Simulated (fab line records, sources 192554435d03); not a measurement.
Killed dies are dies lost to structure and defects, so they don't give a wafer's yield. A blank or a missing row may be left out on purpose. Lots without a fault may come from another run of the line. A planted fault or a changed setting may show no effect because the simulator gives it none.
A struck lot beside a sound one | flow n5_finfet | 15 steps out of a route of 1938
Sound: wafers L854.1, L854.3, L854.4. Struck: wafer L864.6. (L864.1, L864.4 of the same lot were not struck and are left out.) The cause comes at the end.
At each step with rows: each side's tool, then ch and its chambers, then its first start. Under that, the readings that differ: sound wafers | struck wafers | difference of the means | sigmas: that difference in standard deviations of wafers without a fault.
alike: readings whose means differ by less than 2 such deviations, and words and numbers that are the same on both sides. not compared: withheld readings, readings that some wafer has no value for, bounds like >300 that may hide the same value, and numbers for which the record gives no deviation and whose values overlap.
The two part at a step that has a row with sigmas, a row that says differs or no value, or rows on one side only. Numbers that don't overlap but have no deviation are shown without sigmas and don't part them. A reading that every wafer of one side lacks parts them only if that side has two wafers or more.

first, 1 step without rows for these wafers: N5_BEOL_M1_DEVELOP_27 (develop time 30 s).
N5_BEOL_M1_CD_MEAS_28: target cd y 23.3 nm.
  sound on cd_sem-01 ch 0, day 6 18:07; struck on cd_sem-01 ch 0, day 9 18:16
  alike: cd_nm
N5_BEOL_M1_OVL_MEAS_29:
  sound on overlay-02 ch 0, day 6 18:09; struck on overlay-01 ch 0, day 9 18:17
  alike: V0_OVL
N5_BEOL_M1_INSPECT_30: inspects for defects (brightfield).
  sound on defect_inspect-01, day 6 18:13; struck on defect_inspect-02, day 9 18:21
  reading          | sound       | struck | difference | sigmas
  raw_defect_count | 271 336 337 | 515    | +200       | +2
then, 1 step without rows for these wafers: N5_BEOL_M1_DESCUM_33 (chemistry O2, time 7 s).
N5_BEOL_M1_ETCH_77: etches underlayer in N2/H2, target depth 6.5 nm, time 5.2 s.
  sound on rie_diel-04 ch 0,1,2, day 6 18:17; struck on rie_diel-05 ch 0, day 9 18:25
  alike: drypump_motor_current_A, etch_rf_on_time_s, n2_flow_sccm, oes_product_au, rf_vpp_V, showerhead_plenum_p_Torr, throttle_valve_pct
  not compared: rf_hours_counter_h
N5_BEOL_M1_ETCH_69: etches SiARC in CF4, target depth 15.6 nm, time 26 s.
  sound on rie_diel-04 ch 0,1,2, day 6 18:18; struck on rie_diel-05 ch 0, day 9 18:26
  reading      | sound             | struck | difference | sigmas
  rf_vpp_V (V) | 183.7 182.6 183.9 | 185.4  | +2.0       | +2
  alike: drypump_motor_current_A, etch_rf_on_time_s, oes_product_au, showerhead_plenum_p_Torr, throttle_valve_pct
  not compared: rf_hours_counter_h
N5_BEOL_M1_ALD_98: deposits SiO2, target thk 2.5 nm, pulse time 1 s, co reactant pulse time 1 s.
  sound on ald_sin-02 ch 1,2,3, day 6 18:23; struck on ald_sin-01 ch 3, day 9 18:31
  alike: heater_power_w, precursor_pulse_height_rel
N5_BEOL_M1_ETCHBACK_99: etches SiO2 in CHF3, target depth 5 nm, time 10.4 s.
  sound on rie_diel-03 ch 0,2,3, day 6 18:31; struck on rie_diel-03 ch 0, day 9 21:08
  alike: drypump_motor_current_A, oes_product_au, rf_vpp_V, showerhead_plenum_p_Torr, throttle_valve_pct
  not compared: rf_hours_counter_h
N5_BEOL_M1_ETCH_70: etches SOC in N2/H2, target depth 80 nm, overetch 16 nm, time 120 s.
  sound on rie_diel-03 ch 0,2,3, day 6 18:34; struck on rie_diel-03 ch 0, day 9 21:11
  alike: drypump_motor_current_A, n2_flow_sccm, oes_product_au, rf_vpp_V, showerhead_plenum_p_Torr, throttle_valve_pct
  not compared: rf_hours_counter_h
then, 2 steps without rows for these wafers: N5_BEOL_M1_STRIP_71 (strips in N2/H2); N5_BEOL_M1_STRIP_78 (strips in N2/H2).
N5_BEOL_M1_VIA_ETCH_34: etches the open film in C4F6/O2, target depth 67.8 nm, time 64.4 s.
  sound on rie_diel-03 ch 0,2,3, day 6 18:40; struck on rie_diel-03 ch 0, day 9 21:17
  reading                                  | sound             | struck | difference | sigmas
  oes_product_au (a.u.)                    | 0.76 0.67 0.87    | 1.10   | +0.33      | +4
  model.etch.depth_nm (nm)                 | 69.44 66.41 66.76 | 99.44  | +31.90     |
  model.SOC_of_BEOL_M1_COAT_67.thk_nm (nm) | 51.8 52.2 52      | 48.6   | -3.4       |
  model.BEOL_M1.cd_nm (nm)                 | 18 18 17.6        | 18.4   | +0.5       |
  alike: drypump_motor_current_A, oes_o_777_au, rf_vpp_V, showerhead_plenum_p_Torr, throttle_valve_pct
  not compared: rf_hours_counter_h
then, 1 step without rows for these wafers: N5_BEOL_M1_STRIP_83 (strips in C4F6/O2).
N5_BEOL_M4_RC_MEAS_101:
  sound on prober-02 ch 0, day 8 13:29; struck on prober-02 ch 0, day 11 13:32
  alike: DIBL_N, DIBL_P, IOFF_N, IOFF_P, ION_N, ION_P, SS_N, SS_P, VT_N, VT_P

WHERE THEY PART
First at N5_BEOL_M1_INSPECT_30; last, within this record, at N5_BEOL_M1_VIA_ETCH_34. Later steps at which nothing parts them and some readings are alike: N5_BEOL_M4_RC_MEAS_101.

WHY: what the simulator had put in
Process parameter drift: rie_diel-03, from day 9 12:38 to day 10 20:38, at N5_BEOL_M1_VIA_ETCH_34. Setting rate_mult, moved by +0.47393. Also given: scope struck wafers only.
